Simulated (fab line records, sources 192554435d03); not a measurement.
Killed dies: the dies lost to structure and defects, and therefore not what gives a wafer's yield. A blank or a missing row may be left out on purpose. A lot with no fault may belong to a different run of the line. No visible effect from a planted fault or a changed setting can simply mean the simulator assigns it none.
fab line records -- flow n5-finfet -- part 1 of 2: steps 1 to 4 of 6
record lots=22, wafers=66, last-day=20
route steps=1938 shown FIN_CUT@163 DUMMY_GATE@232 SPACER0@260
lots untouched by any fault: they come from a run of this same line in which no faults occurred
start-h: hours from the record's opening day to when the first of the lot's shown wafers began -- wait-h: hours since the lot's step before -- " unchanged from the row above -- L1.1+2: one row covering several wafers at once -- - no value, or no start was given -- * or withheld: withheld -- < > ~ a bound
route shown NAME@n: a module of which the file shows steps, and the number in the route of the first -- usual: the fault-free wafers' mean and standard deviation -- same: alike in all rows -- chamber/n: place in a boat -- sites: per-site readings -- _std_site: standard deviation of those values -- _edge_site: mean of outer sites minus mean of inner sites -- radius-mm: for every site, how far away it sits from the centre of the wafer -- mask NAME#n: copy n -- behind: the tool/chamber that last shaped the wafer -- hold: reason for holding the lot/hours on hold/outcome of the hold -- device: the n, p or np transistor that did not switch -- end of line: tests of these same wafers at the route's end -- for a step that has no rows: nothing shown but its recipe -- killed: not the wafer's yield, but the dies lost to structure and defects at the first sort -- map: a wafer's dies, x killed, . not, _ none there
set.NAME: the run value of the setting; set.NAME@STEP: its run value at that earlier step -- model.NAME: the simulator's own value behind a step, which no gauge read
route steps across a sampled set of lots; one table per step, one row per wafer
services: a tool's chamber out of use, with start hour (start-h, from the record's first day; less than 0 if before it), hours out, and reason
## steps
# step N5_FIN_CUT_CD_MEAS_08
# recipe target-cd-nm=29.1, landing-energy-ev=500, detector=se-inlens, polarity=opening
# usual cd-nm=29.24/0.23
lot.wafer,tool,chamber,start-h,wait-h,cd-nm
L074.2,cd-sem-03,0,28.93,-,29.51
L074.3,cd-sem-03,0,28.93,-,29.27
L074.5,cd-sem-03,0,28.93,-,29.25
L075.3,cd-sem-03,0,33.79,-,30.05
L075.5,cd-sem-03,0,33.79,-,29.06
L075.6,cd-sem-03,0,33.79,-,29.25
L076.1,cd-sem-02,0,38.63,-,29.34
L076.4,cd-sem-02,0,38.63,-,29.82
L076.5,cd-sem-02,0,38.63,-,29.22
L078.1,cd-sem-02,0,51.16,-,29.27
L078.3,cd-sem-02,0,51.16,-,28.91
L078.6,cd-sem-02,0,51.16,-,29.04
L079.1,cd-sem-01,0,57.45,-,29.24
L079.4,cd-sem-01,0,57.45,-,29.31
L079.6,cd-sem-01,0,57.45,-,29.03
L080.1,cd-sem-02,0,62.44,-,29.41
L080.3,cd-sem-02,0,62.44,-,29.27
L080.6,cd-sem-02,0,62.44,-,29.65
L081.2,cd-sem-02,0,68.63,-,28.88
L081.3,cd-sem-02,0,68.63,-,28.92
L081.4,cd-sem-02,0,68.63,-,28.81
L082.2,cd-sem-02,0,75.46,-,29.14
L082.4,cd-sem-02,0,75.46,-,29.42
L082.5,cd-sem-02,0,75.46,-,29.09
L083.2,cd-sem-01,0,83.12,-,29.14
L083.5,cd-sem-01,0,83.12,-,29.14
L083.6,cd-sem-01,0,83.12,-,29.26
L084.1,cd-sem-01,0,87.75,-,29.34
L084.4,cd-sem-01,0,87.75,-,29.17
L084.6,cd-sem-01,0,87.75,-,29.16
L086.2,cd-sem-02,0,101.08,-,29.30
L086.4,cd-sem-02,0,101.08,-,29.28
L086.6,cd-sem-02,0,101.08,-,29.30
L087.1,cd-sem-03,0,105.31,-,28.75
L087.2,cd-sem-03,0,105.31,-,29.15
L087.4,cd-sem-03,0,105.31,-,28.98
L088.1,cd-sem-02,0,110.36,-,29.29
L088.2,cd-sem-02,0,110.36,-,29.31
L088.6,cd-sem-02,0,110.36,-,29.03
L089.1,cd-sem-03,0,117.54,-,29.27
L089.2,cd-sem-03,0,117.54,-,29.16
L089.6,cd-sem-03,0,117.54,-,29.15
L090.1,cd-sem-02,0,122.06,-,29.42
L090.3,cd-sem-02,0,122.06,-,29.13
L090.5,cd-sem-02,0,122.06,-,29.11
L091.1,cd-sem-01,0,129.98,-,29.11
L091.4,cd-sem-01,0,129.98,-,29.29
L091.5,cd-sem-01,0,129.98,-,29.20
L092.1,cd-sem-02,0,135.07,-,29.12
L092.3,cd-sem-02,0,135.07,-,29.01
L092.5,cd-sem-02,0,135.07,-,28.99
L093.3,cd-sem-02,0,140.43,-,29.13
L093.4,cd-sem-02,0,140.43,-,29.49
L093.6,cd-sem-02,0,140.43,-,29.30
L094.4,cd-sem-02,0,147.44,-,29.11
L094.5,cd-sem-02,0,147.44,-,28.88
L094.6,cd-sem-02,0,147.44,-,29.26
L095.2,cd-sem-03,0,152.21,-,29.05
L095.4,cd-sem-03,0,152.21,-,29.71
L095.5,cd-sem-03,0,152.21,-,29.03
L096.2,cd-sem-01,0,160.77,-,28.98
L096.3,cd-sem-01,0,160.77,-,29.83
L096.4,cd-sem-01,0,160.77,-,28.95
L097.1,cd-sem-02,0,164.81,-,29.40
L097.4,cd-sem-02,0,164.81,-,29.18
L097.6,cd-sem-02,0,164.81,-,29.12
# step N5_FIN_CUT_CUT_ETCH_26
# recipe chemistry=CH3F/O2, target=SiNx, target-depth-a=390, mask-material=SOC, time-s=55.7, pressure-mtorr=30, source-w=395, bias-w=73, Ar_flow_sccm=150, CH3F_flow_sccm=30, O2_flow_sccm=20, ion-energy-ev=120
# usual bias-w=73.02/0.2, drypump-motor-current-A=5.6/0.43, oes_o_777_au=0.80/0.07, oes-product-au=0.79/0.073, rf-fwd-power-W=390.8/1.4, rf-vpp-V=298/6.5, showerhead-plenum-p-Torr=2.02/0.071, throttle-valve-pct=16.36/0.18
# same time-s=55.7
lot.wafer,tool,chamber,start-h,wait-h,bias-w,drypump-motor-current-A,oes_o_777_au,oes-product-au,rf-fwd-power-W,rf-hours-counter-h,rf-vpp-V,showerhead-plenum-p-Torr,throttle-valve-pct
L074.2,rie-diel-03,1,29.49,0.0,72.69,6.5,0.81,0.80,392.3,112,301,2.02,16.32
L074.3,rie-diel-03,2,29.49,0.0,73.30,5.4,0.76,0.73,390.2,172,298,2.08,16.45
L074.5,rie-diel-03,0,29.49,0.0,72.87,6.0,0.67,0.68,390.6,-,305,2.05,16.58
L075.3,rie-diel-03,2,34.35,0.0,73.09,5.4,0.76,0.73,392.6,174,298,2.08,16.45
L075.5,rie-diel-03,3,34.35,0.0,72.95,4.9,0.81,0.79,388.7,-,298,2.09,16.57
L075.6,rie-diel-03,0,34.35,0.0,73.10,6.0,0.67,0.68,389.3,-,306,2.04,16.58
L076.1,rie-diel-03,3,39.40,0.0,72.93,4.9,0.81,0.78,390.5,134,298,2.09,16.56
L076.4,rie-diel-03,1,39.40,0.0,73.08,6.4,0.82,0.80,392.0,115,299,2.02,16.30
L076.5,rie-diel-03,1,39.40,0.0,72.82,6.4,0.82,0.81,391.5,-,299,2.01,16.32
L078.1,rie-diel-02,3,51.81,0.0,73.60,5.7,0.72,0.76,392.2,160,292,1.90,16.41
L078.3,rie-diel-02,1,51.81,0.0,72.94,5.4,0.93,0.92,391.5,26,303,2.13,16.06
L078.6,rie-diel-02,2,51.81,0.0,73.07,5.5,0.83,0.79,389.8,-,287,2.01,16.34
L079.1,rie-diel-06,3,58.01,0.0,73.08,5.8,0.71,0.73,391.2,163,295,2.00,16.53
L079.4,rie-diel-06,0,58.01,0.0,72.96,5.5,0.68,0.68,389.6,240,290,1.98,16.37
L079.6,rie-diel-06,1,58.01,0.0,73.13,5.4,0.87,0.91,388.0,-,310,2.06,16.41
L080.1,rie-diel-03,3,63.21,0.0,72.86,4.9,0.80,0.77,391.8,143,299,2.08,16.56
L080.3,rie-diel-03,2,63.21,0.0,73.09,5.4,0.75,0.71,390.1,184,298,2.08,16.46
L080.6,rie-diel-03,1,63.21,0.0,73.48,6.5,0.81,0.78,391.8,-,302,2.01,16.34
L081.2,rie-diel-02,1,69.36,0.0,73.13,5.4,0.91,0.91,388.4,31,303,2.12,16.04
L081.3,rie-diel-02,3,69.36,0.0,72.85,5.7,0.72,0.75,390.8,165,293,1.90,16.41
L081.4,rie-diel-02,0,69.36,0.0,73.10,5.5,0.82,0.83,390.9,73,289,1.94,16.14
L082.2,rie-diel-03,2,76.02,0.0,73.03,5.4,0.75,0.71,391.9,187,299,2.08,16.47
L082.4,rie-diel-03,1,76.02,0.0,72.87,6.4,0.81,0.79,391.9,127,301,2.01,16.32
L082.5,rie-diel-03,0,76.02,0.0,72.86,6.0,0.93,0.95,390.6,-,305,2.04,16.12
L083.2,rie-diel-02,0,83.68,0.0,73.17,5.5,0.82,0.83,392.3,77,288,1.94,16.16
L083.5,rie-diel-02,0,83.68,0.0,73.58,5.5,0.82,0.83,391.2,-,289,1.94,16.15
L083.6,rie-diel-02,1,83.68,0.0,72.85,5.4,0.91,0.91,389.7,-,303,2.12,16.07
L084.1,rie-diel-06,1,88.31,0.0,73.26,5.4,0.86,0.89,389.2,36,311,2.06,16.42
L084.4,rie-diel-06,0,88.31,0.0,72.75,5.5,0.68,0.66,389.8,249,291,1.97,16.42
L084.6,rie-diel-06,2,88.31,0.0,72.92,5.9,0.84,0.81,389.8,-,288,1.86,16.25
L086.2,rie-diel-02,3,101.64,0.0,72.99,5.7,0.71,0.74,391.2,174,292,1.89,16.43
L086.4,rie-diel-02,1,101.64,0.0,72.96,5.4,0.91,0.89,391.3,39,302,2.12,16.06
L086.6,rie-diel-02,2,101.64,0.0,72.62,5.5,0.82,0.77,389.4,-,289,2.01,16.38
L087.1,rie-diel-03,1,106.17,0.0,73.13,6.5,0.81,0.79,391.8,136,303,2.01,16.36
L087.2,rie-diel-03,3,106.17,0.0,73.27,4.9,0.78,0.76,392.4,155,298,2.08,16.61
L087.4,rie-diel-03,2,106.17,0.0,73.14,5.4,0.74,0.71,391.7,196,300,2.07,16.50
L088.1,rie-diel-03,1,110.92,0.0,73.23,6.5,0.80,0.80,390.9,137,301,2.01,16.37
L088.2,rie-diel-03,3,110.92,0.0,73.10,4.9,0.79,0.77,393.0,157,299,2.08,16.62
L088.6,rie-diel-03,0,110.92,0.0,73.25,6.0,0.89,0.92,389.6,-,305,2.04,16.14
L089.1,rie-diel-03,2,118.10,0.0,72.98,5.4,0.74,0.70,389.8,199,299,2.07,16.49
L089.2,rie-diel-03,3,118.10,0.0,73.17,4.9,0.79,0.77,393.8,160,298,2.08,16.60
L089.6,rie-diel-03,0,118.10,0.0,72.67,6.0,0.89,0.90,389.2,-,305,2.04,16.16
L090.1,rie-diel-02,1,122.62,0.0,73.21,5.4,0.89,0.87,388.5,47,302,2.12,16.09
L090.3,rie-diel-02,2,122.62,0.0,73.01,5.5,0.81,0.77,389.4,162,288,2.00,16.40
L090.5,rie-diel-02,1,122.62,0.0,73.01,5.4,0.89,0.89,388.6,-,302,2.12,16.09
L091.1,rie-diel-02,1,130.54,0.0,73.09,5.4,0.89,0.88,392.0,50,302,2.12,16.08
L091.4,rie-diel-02,0,130.54,0.0,73.18,5.5,0.79,0.81,390.1,85,288,1.94,16.18
L091.5,rie-diel-02,2,130.54,0.0,72.94,5.5,0.81,0.76,390.3,-,288,2.00,16.40
L092.1,rie-diel-02,0,135.63,0.0,73.01,5.5,0.80,0.80,389.3,87,289,1.94,16.17
L092.3,rie-diel-02,3,135.63,0.0,72.91,5.7,0.70,0.73,391.5,184,294,1.89,16.45
L092.5,rie-diel-02,1,135.63,0.0,73.06,5.4,0.88,0.88,390.9,-,303,2.12,16.09
L093.3,rie-diel-02,3,140.99,0.0,72.90,5.7,0.70,0.73,390.7,186,292,1.89,16.46
L093.4,rie-diel-02,0,140.99,0.0,73.00,5.5,0.80,0.80,390.3,89,287,1.94,16.17
L093.6,rie-diel-02,2,140.99,0.0,72.98,5.5,0.81,0.76,390.1,-,288,2.00,16.40
L094.4,rie-diel-03,3,148.01,0.0,73.30,4.9,0.78,0.76,388.9,167,297,2.07,16.63
L094.5,rie-diel-03,2,148.01,0.0,72.97,5.4,0.73,0.69,392.4,-,300,2.07,16.51
L094.6,rie-diel-03,1,148.01,0.0,72.88,6.5,0.80,0.77,394.2,-,300,2.00,16.37
L095.2,rie-diel-03,3,152.93,0.0,72.98,4.9,0.78,0.76,391.7,169,298,2.07,16.63
L095.4,rie-diel-03,2,152.93,0.0,73.14,5.4,0.73,0.70,391.7,211,298,2.07,16.51
L095.5,rie-diel-03,2,152.93,0.0,73.08,5.4,0.73,0.70,391.5,-,299,2.07,16.50
L096.2,rie-diel-06,1,161.33,0.0,72.66,5.4,0.82,0.86,388.5,58,312,2.05,16.47
L096.3,rie-diel-06,2,161.33,0.0,73.25,5.8,0.81,0.78,391.5,99,288,1.85,16.31
L096.4,rie-diel-06,3,161.33,0.0,72.67,5.8,0.69,0.71,390.2,193,293,1.99,16.58
L097.1,rie-diel-02,0,165.37,0.0,72.67,5.5,0.80,0.80,390.1,95,290,1.94,16.20
L097.4,rie-diel-02,0,165.37,0.0,73.41,5.5,0.79,0.81,392.8,-,289,1.94,16.21
L097.6,rie-diel-02,3,165.37,0.0,72.92,5.7,0.70,0.72,392.3,-,293,1.89,16.48
# step N5_FIN_CUT_CUT_ETCH_27
# recipe chemistry=CHF3/O2, target=SiO2, target-depth-a=40, mask-material=SOC, overetch-a=20, time-s=4.9, pressure-mtorr=30, source-w=650, bias-w=170, Ar_flow_sccm=200, CHF3_flow_sccm=50, O2_flow_sccm=5, ion-energy-ev=200
# usual bias-w=170.1/0.47, drypump-motor-current-A=5.6/0.43, oes_o_777_au=0.80/0.069, oes-product-au=0.63/0.057, rf-fwd-power-W=643.7/2.5, rf-vpp-V=524/12, showerhead-plenum-p-Torr=2.43/0.084, throttle-valve-pct=18.82/0.18
# same time-s=4.9
lot.wafer,tool,chamber,start-h,wait-h,bias-w,drypump-motor-current-A,oes_o_777_au,oes-product-au,rf-fwd-power-W,rf-hours-counter-h,rf-vpp-V,showerhead-plenum-p-Torr,throttle-valve-pct
L074.2,rie-diel-03,1,29.54,0.0,169.5,6.4,0.83,0.65,647.7,112,530,2.43,18.79
L074.3,rie-diel-03,2,29.54,0.0,170.7,5.4,0.76,0.56,644.2,172,527,2.50,18.89
L074.5,rie-diel-03,0,29.54,0.0,170.3,6.0,0.68,0.55,642.0,-,540,2.46,19.02
L075.3,rie-diel-03,2,34.40,0.0,169.9,5.4,0.75,0.57,643.9,174,526,2.50,18.89
L075.5,rie-diel-03,3,34.40,0.0,170.0,4.9,0.79,0.62,644.4,-,525,2.52,19.09
L075.6,rie-diel-03,0,34.40,0.0,169.8,6.0,0.67,0.56,640.6,-,538,2.46,19.03
L076.1,rie-diel-03,3,39.45,0.0,169.9,4.9,0.78,0.62,644.1,134,525,2.51,19.08
L076.4,rie-diel-03,1,39.45,0.0,169.4,6.4,0.83,0.64,644.8,115,531,2.42,18.79
L076.5,rie-diel-03,1,39.45,0.0,170.1,6.4,0.83,0.64,643.9,-,531,2.42,18.79
L078.1,rie-diel-02,3,51.86,0.0,170.9,5.7,0.73,0.61,648.5,160,515,2.29,18.85
L078.3,rie-diel-02,1,51.86,0.0,170.7,5.4,0.91,0.71,644.3,26,535,2.56,18.54
L078.6,rie-diel-02,2,51.86,0.0,170.3,5.5,0.82,0.61,643.3,-,505,2.42,18.79
L079.1,rie-diel-06,3,58.06,0.0,170.2,5.8,0.72,0.58,644.6,163,516,2.41,19.00
L079.4,rie-diel-06,0,58.06,0.0,170.3,5.5,0.72,0.54,642.1,240,511,2.37,18.74
L079.6,rie-diel-06,1,58.06,0.0,170.2,5.4,0.89,0.71,644.8,-,551,2.48,18.92
L080.1,rie-diel-03,3,63.26,0.0,171.4,4.9,0.78,0.62,646.7,143,526,2.51,19.11
L080.3,rie-diel-03,2,63.26,0.0,169.3,5.4,0.74,0.57,646.2,184,528,2.50,18.95
L080.6,rie-diel-03,1,63.26,0.0,169.3,6.4,0.82,0.63,644.9,-,530,2.42,18.81
L081.2,rie-diel-02,1,69.41,0.0,169.5,5.4,0.90,0.70,647.7,31,533,2.56,18.54
L081.3,rie-diel-02,3,69.41,0.0,170.0,5.7,0.73,0.60,644.5,165,517,2.29,18.86
L081.4,rie-diel-02,0,69.41,0.0,169.8,5.6,0.84,0.67,641.5,73,509,2.34,18.60
L082.2,rie-diel-03,2,76.06,0.0,170.1,5.4,0.75,0.56,647.3,187,526,2.50,18.94
L082.4,rie-diel-03,1,76.06,0.0,169.8,6.5,0.82,0.63,645.4,127,530,2.42,18.81
L082.5,rie-diel-03,0,76.06,0.0,169.4,6.0,0.94,0.77,640.6,-,538,2.46,18.65
L083.2,rie-diel-02,0,83.72,0.0,170.2,5.5,0.84,0.67,645.1,77,508,2.34,18.58
L083.5,rie-diel-02,0,83.72,0.0,169.5,5.5,0.83,0.66,643.3,-,508,2.34,18.62
L083.6,rie-diel-02,1,83.72,0.0,170.2,5.4,0.89,0.70,641.0,-,534,2.56,18.56
L084.1,rie-diel-06,1,88.35,0.0,170.0,5.4,0.87,0.69,639.4,36,548,2.48,18.94
L084.4,rie-diel-06,0,88.35,0.0,170.0,5.5,0.71,0.53,640.0,249,510,2.37,18.76
L084.6,rie-diel-06,2,88.35,0.0,169.5,5.9,0.84,0.65,643.9,-,506,2.25,18.71
L086.2,rie-diel-02,3,101.69,0.0,170.5,5.7,0.73,0.61,641.0,174,515,2.29,18.86
L086.4,rie-diel-02,1,101.69,0.0,170.4,5.4,0.88,0.69,645.0,39,533,2.55,18.56
L086.6,rie-diel-02,2,101.69,0.0,170.2,5.5,0.82,0.61,647.5,-,507,2.41,18.81
L087.1,rie-diel-03,1,106.21,0.0,170.8,6.4,0.81,0.63,648.0,136,530,2.42,18.81
L087.2,rie-diel-03,3,106.21,0.0,170.3,4.9,0.77,0.61,646.5,155,525,2.51,19.12
L087.4,rie-diel-03,2,106.21,0.0,169.3,5.4,0.74,0.56,644.8,196,525,2.49,18.98
L088.1,rie-diel-03,1,110.96,0.0,169.3,6.5,0.80,0.62,649.8,137,530,2.42,18.81
L088.2,rie-diel-03,3,110.96,0.0,170.2,4.9,0.77,0.60,643.5,157,525,2.51,19.13
L088.6,rie-diel-03,0,110.96,0.0,170.7,6.0,0.91,0.73,643.4,-,538,2.46,18.65
L089.1,rie-diel-03,2,118.15,0.0,169.1,5.4,0.73,0.56,642.1,199,526,2.49,18.95
L089.2,rie-diel-03,3,118.15,0.0,170.5,4.9,0.76,0.60,643.8,160,525,2.51,19.14
L089.6,rie-diel-03,0,118.15,0.0,170.6,6.0,0.90,0.73,643.2,-,537,2.46,18.65
L090.1,rie-diel-02,1,122.67,0.0,169.8,5.4,0.87,0.69,645.1,47,533,2.55,18.58
L090.3,rie-diel-02,2,122.67,0.0,170.8,5.5,0.80,0.60,638.1,162,506,2.41,18.84
L090.5,rie-diel-02,1,122.67,0.0,169.8,5.4,0.87,0.69,643.4,-,532,2.55,18.57
L091.1,rie-diel-02,1,130.59,0.0,170.4,5.4,0.87,0.69,642.1,50,533,2.55,18.59
L091.4,rie-diel-02,0,130.59,0.0,169.2,5.5,0.83,0.66,645.6,85,508,2.34,18.62
L091.5,rie-diel-02,2,130.59,0.0,170.2,5.5,0.80,0.60,641.3,-,507,2.41,18.83
L092.1,rie-diel-02,0,135.68,0.0,170.6,5.5,0.82,0.66,642.9,87,506,2.33,18.63
L092.3,rie-diel-02,3,135.68,0.0,169.7,5.7,0.71,0.60,644.4,184,515,2.28,18.89
L092.5,rie-diel-02,1,135.68,0.0,170.9,5.4,0.87,0.68,644.6,-,534,2.55,18.58
L093.3,rie-diel-02,3,141.03,0.0,169.4,5.7,0.71,0.59,647.8,186,516,2.28,18.89
L093.4,rie-diel-02,0,141.03,0.0,169.6,5.5,0.82,0.66,643.6,89,509,2.33,18.61
L093.6,rie-diel-02,2,141.03,0.0,169.7,5.5,0.80,0.60,640.3,-,506,2.41,18.82
L094.4,rie-diel-03,3,148.05,0.0,169.7,4.9,0.76,0.60,644.7,167,527,2.50,19.13
L094.5,rie-diel-03,2,148.05,0.0,169.7,5.4,0.73,0.55,644.9,-,526,2.49,18.97
L094.6,rie-diel-03,1,148.05,0.0,170.3,6.5,0.81,0.62,646.2,-,530,2.41,18.83
L095.2,rie-diel-03,3,152.98,0.0,170.2,4.9,0.76,0.60,648.2,169,525,2.50,19.13
L095.4,rie-diel-03,2,152.98,0.0,170.2,5.4,0.72,0.55,643.2,211,527,2.49,18.97
L095.5,rie-diel-03,2,152.98,0.0,170.0,5.4,0.73,0.55,643.8,-,528,2.49,18.97
L096.2,rie-diel-06,1,161.38,0.0,170.6,5.4,0.84,0.68,641.3,58,550,2.47,18.94
L096.3,rie-diel-06,2,161.38,0.0,170.0,5.8,0.82,0.64,645.6,99,505,2.24,18.77
L096.4,rie-diel-06,3,161.38,0.0,170.1,5.8,0.70,0.56,643.2,193,516,2.40,19.03
L097.1,rie-diel-02,0,165.42,0.0,169.8,5.5,0.82,0.65,642.8,95,509,2.33,18.64
L097.4,rie-diel-02,0,165.42,0.0,170.0,5.5,0.82,0.64,640.0,-,508,2.33,18.63
L097.6,rie-diel-02,3,165.42,0.0,170.4,5.7,0.71,0.58,647.9,-,517,2.28,18.90
# step N5_DUMMY_GATE_OVL_MEAS_16
# recipe points-per-wafer=522
# usual GATE_OVL=0.0/0.66
lot.wafer,tool,chamber,start-h,wait-h,GATE_OVL[nm]
L074.2,overlay-02,0,47.55,0.0,-0.9
L074.3,overlay-02,0,47.55,0.0,0.2
L074.5,overlay-02,0,47.55,0.0,-0.7
L075.3,overlay-01,0,59.01,0.0,-1.6
L075.5,overlay-01,0,59.01,0.0,-0.1
L075.6,overlay-01,0,59.01,0.0,-0.1
L076.1,overlay-01,0,62.89,0.0,0.5
L076.4,overlay-01,0,62.89,0.0,0.5
L076.5,overlay-01,0,62.89,0.0,0.9
L078.1,overlay-02,0,70.90,0.0,0.4
L078.3,overlay-02,0,70.90,0.0,-0.3
L078.6,overlay-02,0,70.90,0.0,-0.1
L079.1,overlay-02,0,77.87,0.0,-0.3
L079.4,overlay-02,0,77.87,0.0,0.0
L079.6,overlay-02,0,77.87,0.0,-0.5
L080.1,overlay-02,0,83.20,0.0,-0.1
L080.3,overlay-02,0,83.20,0.0,-1.5
L080.6,overlay-02,0,83.20,0.0,-0.8
L081.2,overlay-02,0,89.21,0.0,0.4
L081.3,overlay-02,0,89.21,0.0,0.9
L081.4,overlay-02,0,89.21,0.0,-0.1
L082.2,overlay-01,0,94.97,0.0,1.2
L082.4,overlay-01,0,94.97,0.0,1.0
L082.5,overlay-01,0,94.97,0.0,0.8
L083.2,overlay-02,0,102.82,0.0,-0.4
L083.5,overlay-02,0,102.82,0.0,0.2
L083.6,overlay-02,0,102.82,0.0,0.0
L084.1,overlay-01,0,107.73,0.0,-0.6
L084.4,overlay-01,0,107.73,0.0,-0.8
L084.6,overlay-01,0,107.73,0.0,-0.2
L086.2,overlay-01,0,120.56,0.0,0.2
L086.4,overlay-01,0,120.56,0.0,0.1
L086.6,overlay-01,0,120.56,0.0,0.8
L087.1,overlay-01,0,124.14,0.0,-1.4
L087.2,overlay-01,0,124.14,0.0,-0.4
L087.4,overlay-01,0,124.14,0.0,-0.9
L088.1,overlay-01,0,129.35,0.0,1.5
L088.2,overlay-01,0,129.35,0.0,0.9
L088.6,overlay-01,0,129.35,0.0,0.7
L089.1,overlay-01,0,136.29,0.0,0.3
L089.2,overlay-01,0,136.29,0.0,0.4
L089.6,overlay-01,0,136.29,0.0,0.5
L090.1,overlay-02,0,141.05,0.0,-0.5
L090.3,overlay-02,0,141.05,0.0,-1.9
L090.5,overlay-02,0,141.05,0.0,-0.7
L091.1,overlay-01,0,149.31,0.0,-0.3
L091.4,overlay-01,0,149.31,0.0,0.5
L091.5,overlay-01,0,149.31,0.0,0.6
L092.1,overlay-02,0,153.81,0.0,0.8
L092.3,overlay-02,0,153.81,0.0,-0.8
L092.5,overlay-02,0,153.81,0.0,-0.5
L093.3,overlay-01,0,159.73,0.0,-0.8
L093.4,overlay-01,0,159.73,0.0,-0.9
L093.6,overlay-01,0,159.73,0.0,0.3
L094.4,overlay-02,0,166.47,0.0,-0.2
L094.5,overlay-02,0,166.47,0.0,0.8
L094.6,overlay-02,0,166.47,0.0,0.0
L095.2,overlay-01,0,170.68,0.0,0.5
L095.4,overlay-01,0,170.68,0.0,-0.2
L095.5,overlay-01,0,170.68,0.0,0.6
L096.2,overlay-02,0,182.94,0.0,-1.3
L096.3,overlay-02,0,182.94,0.0,-0.8
L096.4,overlay-02,0,182.94,0.0,-0.8
L097.1,overlay-02,0,186.85,0.0,1.2
L097.4,overlay-02,0,186.85,0.0,0.2
L097.6,overlay-02,0,186.85,0.0,0.0
